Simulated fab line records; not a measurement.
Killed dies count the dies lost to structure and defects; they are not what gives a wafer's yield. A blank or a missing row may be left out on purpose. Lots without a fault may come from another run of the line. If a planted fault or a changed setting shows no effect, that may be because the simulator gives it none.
fab line records	flow n5-finfet
record lots=6	wafers=18	last-day=19
route steps=1938 shown HKMG_FIN@433 GATE_CUT@465 PASSIVATION@1936
lots with no fault: from the same line, run without faults
start-h: hours from the record's first day to the start of the lot's first wafer shown	wait-h: how many hours have passed since the lot's step before this one	" as in the row above	L1.1+2: several wafers, shown together as one row	- either no value or no given start	* or withheld: withheld	< > ~ a bound
route shown NAME@n: a module of which the file shows steps, and the number in the route of the first	usual: mean and standard deviation over wafers with no fault	same: alike in all rows	chamber/n: place in a boat	sites: readings site by site	_std_site: their standard deviation	_edge_site: inner sites' mean taken away from outer sites' mean	radius-mm: how far each site lies from the wafer's centre	mask NAME#n: copy n	behind: tool/chamber where the wafer was last shaped	hold: why the lot went on hold/how many hours it stayed there/how the hold came to an end	device: the n, p or np transistor that did not switch	end of line: the same wafers' tests at the end of the route	a step without rows: its recipe alone	killed: not the wafer's yield, but the dies lost to structure and defects at the first sort	map: a wafer's dies, marking killed ones x, the rest . and places with no die _
set.NAME: the run value of the setting; set.NAME@STEP: its run value at that earlier step	model.NAME: the simulator's own value behind a step, which no gauge read
certain route steps with their lots: each step a table, each wafer a row
services: a tool's chamber out of use, with start hour (start-h, from the record's first day; less than 0 if before it), hours out, and reason
## steps
# step N5_HKMG_FIN_DESCUM_17
# recipe chemistry=O2	time-s=7.9	source-power-w=50	bias-power-w=20	pressure-mtorr=20	rf-frequency-hz=2.712e+07	temp-c=40	resist=CAR-ArF	o2-flow-sccm=225
# step N5_HKMG_FIN_ETCH_31
# recipe chemistry=CF4	target=SiARC	target-depth-a=455	mask-material=CAR-ArF	time-s=75.8	ion-energy-ev=80	pressure-mtorr=40	source-w=545	bias-w=36	Ar_flow_sccm=100	cf4-flow-sccm=100	ends=cleared
# step N5_HKMG_FIN_ETCH_32
# recipe chemistry=N2/H2	target=SOC	target-depth-a=2400	temp-c=40	time-s=300	ion-energy-ev=200	mask-material=SiARC	pressure-mtorr=30	source-w=840	bias-w=150	n2-flow-sccm=200	h2-flow-sccm=200
# step N5_HKMG_FIN_STRIP_33
# recipe chemistry=N2/H2	temp-c=40	n2-flow-sccm=200	h2-flow-sccm=200	rf-frequency-hz=6e+07
# step N5_HKMG_FIN_STRIP_34
# recipe chemistry=CF4	resist=SiARC	power-w=300	bias-power-w=75	pressure-mtorr=50	cf4-flow-sccm=150	rf-frequency-hz=6e+07
# step N5_HKMG_FIN_ETCH_35
# recipe chemistry=N2/H2	target=SOC	target-depth-a=2158	ion-energy-ev=65	bias-w=5	source-w=3000	time-s=243.4	pressure-mtorr=30	n2-flow-sccm=200	h2-flow-sccm=200
# step N5_HKMG_FIN_STRIP_92
# recipe chemistry=N2/H2	material=SOC	time-s=20	power-w=500	temp-c=40	pressure-mtorr=50	rf-frequency-hz=6e+07	bias-power-w=8	h2-frac=0.5	n2-flow-sccm=300	h2-flow-sccm=300
# step N5_HKMG_FIN_WET_ETCH_18
# recipe chemistry=SC1	target=TiN	mix=1:1:5	temp-c=*	time-s=55	target-depth-nm=5.2	dry=ipa-marangoni	rinse-time-s=30	rinse-temp-c=23
# step N5_HKMG_FIN_STRIP_19
# recipe chemistry=N2/H2	power-w=2500	temp-c=300	h2-frac=0.65	time-s=360	pressure-mtorr=withheld	n2-flow-sccm=1750	h2-flow-sccm=3250
# step N5_HKMG_FIN_ALD_91
# recipe material=TiN	target-thk-a=10	temp-c=400	ald-precursor-family=TiCl4	ald-co-reactant=NH3	pulse-time-s=1	purge-time-s=3	co-reactant-purge-time-s=2	co-reactant-pulse-time-s=2	ald-cycles=47	pressure-torr=3
# step N5_HKMG_FIN_COAT_85
# recipe resist=SOC	temp-c=250	time-s=60	spin-rpm=1500	resist-thk-nm=300
# step N5_HKMG_FIN_ETCH_86
# recipe chemistry=N2/H2	target=SOC	target-depth-a=3932	stop-on=TiN	ion-energy-ev=100	bias-w=61	pressure-mtorr=30	source-w=850	n2-flow-sccm=200	h2-flow-sccm=200
# step N5_HKMG_FIN_STRIP_89
# recipe chemistry=N2/H2	material=SOC	time-s=20	power-w=500	temp-c=40	pressure-mtorr=50	rf-frequency-hz=6e+07	bias-power-w=8	h2-frac=0.5	n2-flow-sccm=300	h2-flow-sccm=300
# usual bias-power-w=7.996/0.025	drypump-motor-current-A=5.51/0.23	n2-flow-sccm=300.0/0.86	oes-product-au=0.80/0.083	power-w=500.2/1.3	rf-vpp-V=54.3/0.89	showerhead-plenum-p-Torr=3.36/0.11	throttle-valve-pct=18.96/0.27
lot.wafer	tool	chamber	start-h	wait-h	bias-power-w	drypump-motor-current-A	n2-flow-sccm	oes-product-au	power-w	rf-hours-counter-h	rf-vpp-V	showerhead-plenum-p-Torr	throttle-valve-pct
L898.1	rie-diel-03	1	77.88	0.0	7.957	5.44	300.5	0.98	500.6	4	53.3	3.42	18.71
L898.4	"	0	"	"	7.966	5.45	300.9	0.77	497.4	130	53.0	3.38	18.68
L898.6	"	2	"	"	8.010	5.61	300.3	0.78	499.0	-	55.3	3.12	18.82
L899.2	rie-diel-06	0	86.38	0.0	8.005	5.55	300.9	0.77	498.5	148	54.8	3.21	19.07
L899.3	"	2	"	"	8.058	5.29	298.8	0.75	500.5	158	53.6	3.36	18.75
L899.4	"	1	"	"	8.025	5.86	300.0	0.84	498.9	57	55.7	3.41	19.03
L903.1	rie-diel-05	3	108.21	0.0	7.949	5.63	300.2	0.98	500.9	7	54.6	3.44	18.75
L903.2	"	0	"	"	8.004	5.13	299.4	0.76	500.5	142	54.3	3.49	19.15
L903.4	"	2	"	"	8.003	5.91	299.8	0.74	499.9	173	55.4	3.35	18.56
L911.1	rie-diel-05	1	157.18	0.0	7.991	5.56	299.1	0.69	501.2	247	54.7	3.44	19.54
L911.3	"	2	"	"	8.001	5.90	300.5	0.71	503.0	190	54.5	3.34	18.57
L911.4	"	3	"	"	8.015	5.61	300.6	0.92	500.4	22	55.3	3.43	18.77
L912.3	rie-diel-05	1	160.03	0.0	7.952	5.58	300.5	0.68	500.9	248	54.0	3.44	19.57
L912.5	"	3	"	"	7.972	5.63	299.4	0.93	500.2	-	54.7	3.43	18.78
L912.6	"	0	"	"	8.019	5.11	300.1	0.75	499.3	-	54.2	3.49	19.20
L917.3	rie-diel-03	3	193.25	0.0	7.982	5.31	299.4	0.85	500.1	53	55.4	3.40	19.11
L917.4	"	1	"	"	7.997	5.45	298.7	0.86	500.6	46	54.7	3.40	18.78
L917.6	"	2	"	"	7.974	5.62	299.6	0.74	497.3	-	54.0	3.09	18.88
# step N5_HKMG_FIN_WET_ETCH_87
# recipe chemistry=SC1	target=TiN	mix=1:2:40	temp-c=50	time-s=154.2	target-depth-nm=4.7	dry=ipa-marangoni	rinse-time-s=30	rinse-temp-c=23
# step N5_HKMG_FIN_STRIP_88
# recipe chemistry=N2/H2	power-w=2500	temp-c=300	h2-frac=0.65	time-s=360	pressure-mtorr=withheld	n2-flow-sccm=1750	h2-flow-sccm=3250
# step N5_HKMG_FIN_NWFM_ALD_20
# recipe material=TiAlC	target-thk-a=20	temp-c=300	ald-precursor-family=TiCl4	ald-co-reactant=TEA	pulse-time-s=3	purge-time-s=2	co-reactant-purge-time-s=2	co-reactant-pulse-time-s=10	ald-cycles=7	pressure-torr=3
# usual heater-power-w=517/38	precursor-pulse-height-rel=0.999/0.02
# same pulse-time-s=3
lot.wafer	tool	chamber	start-h	wait-h	heater-power-w	precursor-pulse-height-rel
L898.1	ald-metal-02	1	78.46	0.3	526	0.999
L898.4	"	0	"	"	464	1.015
L898.6	"	1	"	"	535	1.004
L899.2	ald-metal-03	1	86.96	0.3	517	1.012
L899.3	"	0	"	"	507	1.010
L899.4	"	3	"	"	512	0.995
L903.1	ald-metal-03	0	108.78	0.3	514	1.042
L903.2	"	3	"	"	517	1.034
L903.4	"	1	"	"	523	1.004
L911.1	ald-metal-03	0	157.75	0.3	502	0.990
L911.3	"	2	"	"	532	0.972
L911.4	"	3	"	"	515	0.993
L912.3	ald-metal-04	3	160.60	0.1	440	0.987
L912.5	"	2	"	"	505	0.993
L912.6	"	3	"	"	439	1.003
L917.3	ald-metal-04	2	193.83	0.1	499	0.996
L917.4	"	1	"	"	573	1.015
L917.6	"	0	"	"	534	1.019
# step N5_HKMG_FIN_ALD_71
# recipe material=TiN	target-thk-a=10	temp-c=400	ald-precursor-family=TiCl4	ald-co-reactant=NH3	pulse-time-s=1	purge-time-s=3	co-reactant-purge-time-s=2	co-reactant-pulse-time-s=2	ald-cycles=47	pressure-torr=3
# usual heater-power-w=924/70	precursor-pulse-height-rel=0.999/0.019
# same pulse-time-s=1
lot.wafer	tool	chamber	start-h	wait-h	heater-power-w	precursor-pulse-height-rel
L898.1	ald-metal-02	1	78.56	0.0	944	1.017
L898.4	"	0	"	"	843	0.989
L898.6	"	1	"	"	938	1.018
L899.2	ald-metal-03	1	87.06	0.0	946	0.985
L899.3	"	0	"	"	912	1.024
L899.4	"	3	"	"	914	1.006
L903.1	ald-metal-03	0	108.88	0.0	917	1.009
L903.2	"	3	"	"	907	1.028
L903.4	"	1	"	"	906	0.976
L911.1	ald-metal-03	0	157.85	0.0	915	1.004
L911.3	"	2	"	"	956	0.983
L911.4	"	3	"	"	929	0.986
L912.3	ald-metal-04	3	160.70	0.0	801	0.985
L912.5	"	2	"	"	898	0.991
L912.6	"	3	"	"	805	0.994
L917.3	ald-metal-04	2	193.93	0.0	892	0.978
L917.4	"	1	"	"	1083	1.001
L917.6	"	0	"	"	976	1.015
# step N5_HKMG_FIN_COAT_66
# recipe resist=SOC	temp-c=250	time-s=60	spin-rpm=1500	resist-thk-nm=300
# step N5_HKMG_FIN_ETCH_67
# recipe chemistry=N2/H2	target=SOC	target-depth-a=3889	stop-on=TiN	ion-energy-ev=100	bias-w=61	pressure-mtorr=30	source-w=850	n2-flow-sccm=200	h2-flow-sccm=200
# step N5_HKMG_FIN_STRIP_90
# recipe chemistry=N2/H2	material=SOC	time-s=20	power-w=500	temp-c=40	pressure-mtorr=50	rf-frequency-hz=6e+07	bias-power-w=8	h2-frac=0.5	n2-flow-sccm=300	h2-flow-sccm=300
# step N5_HKMG_FIN_WET_ETCH_73
# recipe chemistry=SC1	mix=1:2:40	temp-c=50	time-s=42.3	target-depth-nm=1.3	dry=ipa-marangoni	rinse-time-s=30	rinse-temp-c=23
# step N5_HKMG_FIN_ETCHBACK_68
# recipe chemistry=Cl2/Ar	stop-on=HfO2	target-depth-a=5	pressure-mtorr=10	icp-w=600	bias-w=60	Cl2_flow_sccm=40	Ar_flow_sccm=60
# step N5_HKMG_FIN_STRIP_69
# recipe chemistry=N2/H2	power-w=2500	temp-c=300	h2-frac=0.65	time-s=360	pressure-mtorr=withheld	n2-flow-sccm=1750	h2-flow-sccm=3250
# step N5_HKMG_FIN_ALD_21
# recipe material=TiN	target-thk-a=15	temp-c=400	ald-precursor-family=TiCl4	ald-co-reactant=NH3	pulse-time-s=1	purge-time-s=3	co-reactant-purge-time-s=2	co-reactant-pulse-time-s=2	ald-cycles=68	pressure-torr=3
# step N5_HKMG_FIN_ALD_72
# recipe material=W	target-thk-a=20	temp-c=300	pressure-torr=7.5	ald-precursor-family=WF6	ald-co-reactant=B2H6	pulse-time-s=1	purge-time-s=2	co-reactant-purge-time-s=2	co-reactant-pulse-time-s=3	ald-cycles=7
# step N5_HKMG_FIN_W_FILL_22
# recipe material=W	target-thk-a=600	temp-c=400	pressure-torr=39.4	time-s=18.2
# usual heater-power-w=829/130	throttle-valve-pct=19.8/0.37
lot.wafer	tool	chamber	start-h	wait-h	heater-power-w	throttle-valve-pct
L898.1	cvd-w-01	1	80.06	0.0	943	19.3
L898.4	"	0	"	"	690	19.7
L898.6	"	1	"	"	932	19.4
L899.2	cvd-w-02	1	88.65	0.0	983	19.8
L899.3	"	0	"	"	836	19.6
L899.4	"	1	"	"	1007	20.0
L903.1	cvd-w-01	0	110.52	0.0	684	19.9
L903.2	"	1	"	"	938	18.9
L903.4	"	1	"	"	921	19.3
L911.1	cvd-w-02	0	159.38	0.0	842	19.7
L911.3	"	0	"	"	838	19.8
L911.4	"	1	"	"	1018	20.2
L912.3	cvd-w-02	0	162.22	0.0	848	19.5
L912.5	"	1	"	"	1019	20.2
L912.6	"	0	"	"	825	19.8
L917.3	cvd-w-01	1	195.44	0.0	899	19.5
L917.4	"	0	"	"	666	20.4
L917.6	"	0	"	"	697	20.2
# step N5_HKMG_FIN_PRECLEAN_83
# recipe chemistry=DIW	time-s=57.5	temp-c=23
# step N5_HKMG_FIN_SRD_84
# recipe dry-time-s=32	dry=n2-spin	spin-rpm=1500
# step N5_HKMG_FIN_CMP_23
# recipe stop-on=SiNx	t-overpolish-s=10	post-cmp-clean=rinse-only	down-force-psi=4	platen-rpm=50.289	pad-velocity-m-s=1.0006	target-thk-nm=46.326
# step N5_HKMG_FIN_CMP_94
# recipe stop-on=SiNx	post-cmp-clean=w-dilute-nh4oh	t-overpolish-s=4.7	down-force-psi=4	platen-rpm=50.289	pad-velocity-m-s=1.0006	target-thk-nm=43.299
# step N5_GATE_CUT_ETCHBACK_00
# recipe chemistry=SF6/Cl2	target=W	pressure-mtorr=8	icp-w=900	bias-w=80	SF6_flow_sccm=40	Cl2_flow_sccm=60
# usual drypump-motor-current-A=5.5/0.44	he-backside-leak-sccm=3.45/0.28	oes-product-au=0.74/0.1	throttle-valve-pct=27.44/0.15
lot.wafer	tool	chamber	start-h	wait-h	drypump-motor-current-A	he-backside-leak-sccm	oes-product-au	rf-hours-counter-h	throttle-valve-pct
L898.1	rie-metal-03	1	80.93	0.0	5.4	3.42	0.83	25	27.62
L898.4	"	0	"	"	6.0	3.33	0.63	-	27.45
L898.6	"	0	"	"	6.0	3.28	0.64	-	27.45
L899.2	rie-metal-01	0	89.50	0.0	5.0	3.56	0.89	13	27.34
L899.3	"	1	"	"	5.0	3.61	0.61	-	27.57
L899.4	"	0	"	"	5.0	3.37	0.89	-	27.36
L903.1	rie-metal-02	1	111.59	0.0	5.0	3.24	0.67	93	27.17
L903.2	"	0	"	"	6.1	3.51	0.87	16	27.40
L903.4	"	0	"	"	6.1	3.51	0.88	-	27.40
L911.1	rie-metal-02	0	160.23	0.0	6.0	6.24	0.84	20	27.41
L911.3	"	1	"	"	5.0	3.27	0.66	-	27.17
L911.4	"	0	"	"	6.1	3.50	0.84	-	27.41
L912.3	rie-metal-03	1	163.10	0.1	5.4	3.25	0.81	-	27.64
L912.5	"	1	"	"	5.4	3.19	0.80	-	27.62
L912.6	"	0	"	"	5.9	3.43	0.62	-	27.46
L917.3	rie-metal-02	0	196.33	0.1	6.0	3.59	0.85	-	27.41
L917.4	"	1	"	"	5.0	3.64	0.66	-	27.19
L917.6	"	1	"	"	5.0	3.67	0.65	-	27.19
# step N5_GATE_CUT_ETCH_56
# recipe chemistry=Cl2/Ar	target=TiN	target-depth-a=216	pressure-mtorr=10	icp-w=600	bias-w=60	Cl2_flow_sccm=40	Ar_flow_sccm=60
# step N5_GATE_CUT_ETCHBACK_30
# recipe chemistry=Cl2/Ar	target=TiN	target-depth-a=30	mode=isotropic	pressure-mtorr=10	icp-w=600	bias-w=60	Cl2_flow_sccm=40	Ar_flow_sccm=60
# usual drypump-motor-current-A=5.5/0.44	he-backside-leak-sccm=3.43/0.18	oes-product-au=0.74/0.1	throttle-valve-pct=20.78/0.13
lot.wafer	tool	chamber	start-h	wait-h	drypump-motor-current-A	he-backside-leak-sccm	oes-product-au	rf-hours-counter-h	throttle-valve-pct
L898.1	rie-metal-03	1	81.14	0.1	5.4	3.17	0.85	25	20.90
L898.4	"	0	"	"	6.0	3.35	0.64	-	20.78
L898.6	"	0	"	"	6.0	3.40	0.64	-	20.79
L899.2	rie-metal-01	0	89.71	0.1	5.0	3.59	0.88	13	20.63
L899.3	"	1	"	"	5.0	3.63	0.61	-	20.96
L899.4	"	0	"	"	5.0	3.52	0.88	-	20.64
L903.1	rie-metal-02	1	111.80	0.1	5.0	3.52	0.67	93	20.57
L903.2	"	0	"	"	6.1	3.41	0.87	17	20.79
L903.4	"	0	"	"	6.1	3.33	0.86	-	20.78
L911.1	rie-metal-02	0	160.44	0.1	6.0	3.40	0.85	20	20.79
L911.3	"	1	"	"	5.0	3.20	0.66	-	20.56
L911.4	"	0	"	"	6.1	3.56	0.84	-	20.79
L912.3	rie-metal-03	1	163.28	0.0	5.4	3.18	0.81	-	20.91
L912.5	"	1	"	"	5.4	3.35	0.82	-	20.92
L912.6	"	0	"	"	6.0	3.38	0.63	-	20.82
L917.3	rie-metal-02	0	196.51	0.0	6.0	3.37	0.85	-	20.78
L917.4	"	1	"	"	5.0	3.48	0.66	-	20.57
L917.6	"	1	"	"	5.0	3.57	0.66	-	20.58
# step N5_GATE_CUT_VAPOR_ETCH_60
# recipe chemistry=BCl3/Cl2	target=HfO2	mode=isotropic
# step N5_GATE_CUT_ETCH_58
# recipe chemistry=CH3F/O2	target=SiNx	target-depth-a=170	time-s=128.6	ion-energy-ev=50	pressure-mtorr=30	source-w=415	bias-w=21	Ar_flow_sccm=150	CH3F_flow_sccm=30	O2_flow_sccm=20
# step N5_GATE_CUT_STRIP_59
# recipe chemistry=N2/H2	time-s=20	power-w=100	temp-c=40	pressure-mtorr=100	rf-frequency-hz=6e+07	bias-power-w=3	n2-flow-sccm=300	h2-flow-sccm=300
# step N5_GATE_CUT_PRECLEAN_31
# recipe temp-c=23	chemistry=DIW	time-s=300
# step N5_GATE_CUT_SRD_32
# recipe time-s=30	temp-c=23	rinse-liquid=diw	dry=ipa-marangoni
# step N5_GATE_CUT_SAC_CAP_01
# recipe material=SiNx	target-thk-a=240	temp-c=400	ald-precursor-family=SiH2I2	ald-co-reactant=N2/H2-plasma	pulse-time-s=1	ald-cycles=480	purge-time-s=2	co-reactant-purge-time-s=2	pressure-torr=2
# step N5_GATE_CUT_PECVD_57
# recipe material=SiNx	target-thk-a=210	temp-c=400	precursor=SiH4/NH3/N2	pressure-torr=1.5	rf-w=300
# step N5_PASSIVATION_PROBE_49
# usual killed_at_M0_to_M3=36/11	killed_at_M4_up=13/5.1	killed-at-contacts=14/4.9	killed-at-front-end=41/10	killed-at-other=3.4/2.6	killed-dies=107/16	killed-on-rim=14/4	killed-open=70/11	killed-short=36/7.8
# same gross-dies=1180	killed-at-back-side=0
lot.wafer	tool	chamber	start-h	wait-h	killed_at_M0_to_M3	killed_at_M4_up	killed-at-contacts	killed-at-front-end	killed-at-other	killed-dies	killed-on-rim	killed-open	killed-short
L911.4	prober-01	-	396.05	0.2	50	9	17	103	4	183	39	77	39
L912.5	prober-01	-	416.99	0.2	24	13	11	116	5	169	36	70	27
# killed by level:class
L911.4 HKMG_FIN:unspecified=67 MOL_CONTACT_COAG:geometric-particle:open=15 FIN_SAQP:geometric-particle:short=9 BEOL_M3:geometric-particle:open=9 BEOL_M0_SAQP:geometric-particle:open=7 BEOL_M0_SAQP:geometric-particle:short=7 BEOL_M2:geometric-particle:open=7 DUMMY_GATE:geometric-particle:open=6
L912.5 HKMG_FIN:unspecified=70 STI_FIN_REVEAL:geometric-particle:open=11 BEOL_M4:geometric-particle:open=11 FIN_SAQP:geometric-particle:open=9 BEOL_M2:geometric-particle:open=9 MOL_CONTACT_COAG:geometric-particle:open=8 DUMMY_GATE:geometric-particle:open=5 BEOL_M3:geometric-particle:open=5
# map L911.4 (x killed, . not)
_________________............________________
______________............x....x_____________
___________...xx.........x.........__________
__________..x..........xx..........._________
________......x.x...........x..x.....x_______
_______...........x....x...............______
______..........................x......._____
_____.....xxx..................x.........____
____.............xx..x.........xx.......xx___
___......x........x........................__
___...........xxx.........................x__
__.x............x....x....x......x.........._
__....x......x.......x.............x........_
_x..............x..........x.xxx..x..........
_...............................x......x.x.x.
_...x.........x.......x.............x.....x..
_x.....x.........x......x....................
_.....x..x........x....x..x.............x...x
_...............x.............x..............
_.................x.....x....................
_x......x.......x.....................x......
__..x...........x.x....x..x......x.........x_
__.x.....x...........x......xx.............._
___xx..x.x.........x...............x.......__
___.x.xxxx.x.........x............x.....x..__
____xxxxxxxxxx...................x.xx.....___
_____xxxxxxxxx.x...............xx..x....x____
______xxxxxxxxxx.................x......_____
_______xxxxxxxx.x.....x..........x...x.______
________xxxxxxxxxx.x................x._______
__________xxxxxx.....x.............x_________
___________xxxx.x..................__________
______________xx.......x........_____________
_________________....x.......________________
# map L912.5 (x killed, . not)
_________________..x.........________________
______________......x....x......_____________
___________...............x.....x..__________
__________..x..x.x.xx.........x...x._________
________...x.x......x...............x._______
_______.............x.x................______
______................xx....x.........x._____
_____............................xx......____
____.................x..................x.___
___......x................x.x..............__
___........................................__
__..........xx........x...........x........._
__...............x...........x.......x......_
_x...x.x........................x.x..........
_.....xx.....x......x.......................x
_.............x........................xx....
_..........................x.................
_....x.....x........x........................
_.........................x....x.............
_...x...........x.......x..............x.....
_.......x....x..........x.x....x..x..........
__....x....x........x..............x....x..._
__.....................................x...._
___......x..x...............x..............__
___x.xx.xxxxx......................xx....x.__
____xxxxxxxxxxx..................x........___
_____xxxxxxxxxx....................x.....____
______xxxxxxxxx.x......x................_____
_______xxxxxxxxxx.x..x......x........x.______
________xxxxxxxxx......x.............._______
__________xxxxxx..............x....._________
___________xxxxx...x....x..........__________
______________xxxx...x.x.x.x...x_____________
_________________..x.x....x..________________
## services
tool	chamber	start-h	hours	kind
rie-diel-05	3	74.42	-	clean
rie-diel-05	3	74.42	-	consumable-replace:focus-ring
rie-diel-05	3	74.42	15.5	scheduled-down
rie-diel-05	3	74.42	15.5	vent-cycle
rie-metal-01	1	92.32	11.1	repair
rie-metal-01	-	92.95	2.8	pm
rie-diel-06	1	110.57	8.0	repair
ald-metal-03	0	116.01	7.5	repair
ald-metal-03	-	125.78	14.6	pm
cvd-w-02	-	135.54	1.9	repair
cvd-w-02	-	139.73	2.8	pm
ald-metal-04	1	151.72	-	calibration
rie-metal-01	1	154.16	10.1	repair
rie-diel-05	1	166.89	-	clean
rie-diel-05	1	166.89	-	consumable-replace:focus-ring
rie-metal-01	-	169.85	1.4	pm
rie-diel-05	2	191.71	1.3	repair
## key
first-sign step=N5_PASSIVATION_PROBE_49	reading=killed-at-front-end	direction=up	sigmas=6.7	usual=41	struck=110
effect step=N5_PASSIVATION_PROBE_49	reading=killed-dies	direction=up	sigmas=4.3	usual=107	struck=176
more-kills-born-at N5_HKMG_FIN_STRIP_89@rie-diel-05=137
met-at N5_HKMG_FIN_STRIP_89
struck-wafers L911.4,L912.5
tester-left-out L911,L912
onset-between 108.21 157.18
fault kind=chamber-particle-source	tool=rie-diel-05	chamber=3	onset-h=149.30	steps=N5_HKMG_FIN_STRIP_89	rate-per-visit-cm2=1.7444	end-h=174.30
# tester-left-out: of these lots the tester's yield and bins aren't shown, on N5 and GAA mostly nor the transistor test; their killed dies are dies lost to structure and defects alone, not to doping, threshold or leakage, so they don't give the yield
